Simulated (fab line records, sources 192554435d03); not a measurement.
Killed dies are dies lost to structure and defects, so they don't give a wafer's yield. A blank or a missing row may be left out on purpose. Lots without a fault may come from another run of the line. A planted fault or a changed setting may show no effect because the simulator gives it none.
Split-lot experiment | flow n5_finfet | 7 lots, 21 wafers read, on a route of 1938 steps

THE SPLIT
At N5_BEOL_M1_ILD_DEP_00 (deposits SiOC from DEMS/O2, target thk 79 nm, time 15.3 s), the setting time_s was moved away from the recipe's 15.3 s on 8 of the 21 wafers read, by -6.5% to +14.5%. The other wafers ran this setting at the recipe's value.

The file shows no step between the split and the reading.

THE READING
M1_ILD_THK, in nm, at N5_BEOL_M1_THK_MEAS_01. Fault-free wafers of this fab line usually give 79.3 nm, standard deviation 0.99 nm.

wafer  | tool, chamber at the split | time_s as run, s | against the recipe | M1_ILD_THK, nm | against lot-mates on the recipe
L077.1 | pecvd-02, 2                | 14.31            | -6.5%              | 74.0           | -6.6
L077.4 | pecvd-02, 0                | 15.3             | recipe             | 80.6           | -
L077.6 | pecvd-02, 0                | 14.31            | -6.5%              | 75.6           | -5.0
L079.3 | pecvd-02, 1                | 15.3             | recipe             | 78.9           | -
L079.5 | pecvd-02, 1                | 15.3             | recipe             | 80.8           | -
L079.6 | pecvd-02, 0                | 15.3             | recipe             | 80.1           | -
L080.2 | pecvd-03, 2                | 15.3             | recipe             | 78.3           | -
L080.3 | pecvd-03, 1                | 15.3             | recipe             | 77.9           | -
L080.4 | pecvd-03, 1                | 15.3             | recipe             | 78.8           | -
L083.3 | pecvd-03, 2                | 15.3             | recipe             | 78.6           | -
L083.4 | pecvd-03, 1                | 14.71            | -3.9%              | 76.0           | -2.6
L083.5 | pecvd-03, 0                | 14.71            | -3.9%              | 75.1           | -3.5
L085.1 | pecvd-03, 1                | 17.52            | +14.5%             | 90.0           | +9.8
L085.5 | pecvd-03, 1                | 15.3             | recipe             | 80.2           | -
L085.6 | pecvd-03, 2                | 17.52            | +14.5%             | 92.3           | +12.1
L088.1 | pecvd-03, 0                | 15.3             | recipe             | 78.6           | -
L088.5 | pecvd-03, 0,1              | 15.3             | recipe             | 80.8           | -
L088.6 | pecvd-03, 0,1              | 15.3             | recipe             | 80.9           | -
L090.1 | pecvd-02, 0                | 16.92            | +10.6%             | 86.7           | +7.0
L090.3 | pecvd-02, 2                | 16.92            | +10.6%             | 88.4           | +8.7
L090.4 | pecvd-02, 0                | 15.3             | recipe             | 79.7           | -
Where a row lists several chambers, the file gives one row for several wafers and doesn't say which wafer went through which chamber.

THE FIT
A straight line over all 21 wafers: M1_ILD_THK changes by +0.792 nm for each +1% of time_s; r = +0.98; the points scatter about the line by 1.1 nm.
The same after taking each lot's own level away (the mean of its wafers on the recipe; 21 wafers): +0.773 nm for each +1%; r = +0.99; scatter 0.82 nm.
On that fit, the largest move of time_s shifts the reading by 11 nm.
The lots' own levels span 78.33 to 80.60 nm, that is 2.3 times the standard deviation above.
So the lot-to-lot level changes the slope little: the two slopes agree.
Check: with one of the wafers moved furthest among these (+14.5%) left out of the fit, the line predicts +11.6 nm for it against its lot-mates. It came out at +9.8 nm against them.

OTHER SPLITS ON THESE WAFERS
These wafers also went through other splits before the reading. Each is held against what the fit with the lots' levels taken away leaves over:
other split on the same wafers   | wafers away from the commonest value | r with M1_ILD_THK (lot level and that fit taken away)
N5_BEOL_M0_SAQP_ETCH_107 bias_w  | 9                                    | +0.11
N5_BEOL_M0_SAQP_COAT_87 spin_rpm | 7                                    | +0.09

THE WHOLE CHAIN: every reading that the file lists as answering this split, in the file's order
step                   | what it does                                              | reading                                                                            | change (the file's fit)               | r (the file's)
N5_BEOL_M1_ILD_DEP_00  | deposits SiOC from DEMS/O2, target thk 79 nm, time 15.3 s | SiOC_of_BEOL_M1_ILD_DEP_00.thk_nm (the simulator's own value, which no gauge read) | +0.765 nm for each +1% of the setting | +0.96
N5_BEOL_M1_THK_MEAS_01 |                                                           | M1_ILD_THK                                                                         | +0.768 for each +1% of the setting    | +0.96

THE FILE'S OWN FIT
M1_ILD_THK changes by +0.768 nm for each +1% of time_s, r = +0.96.
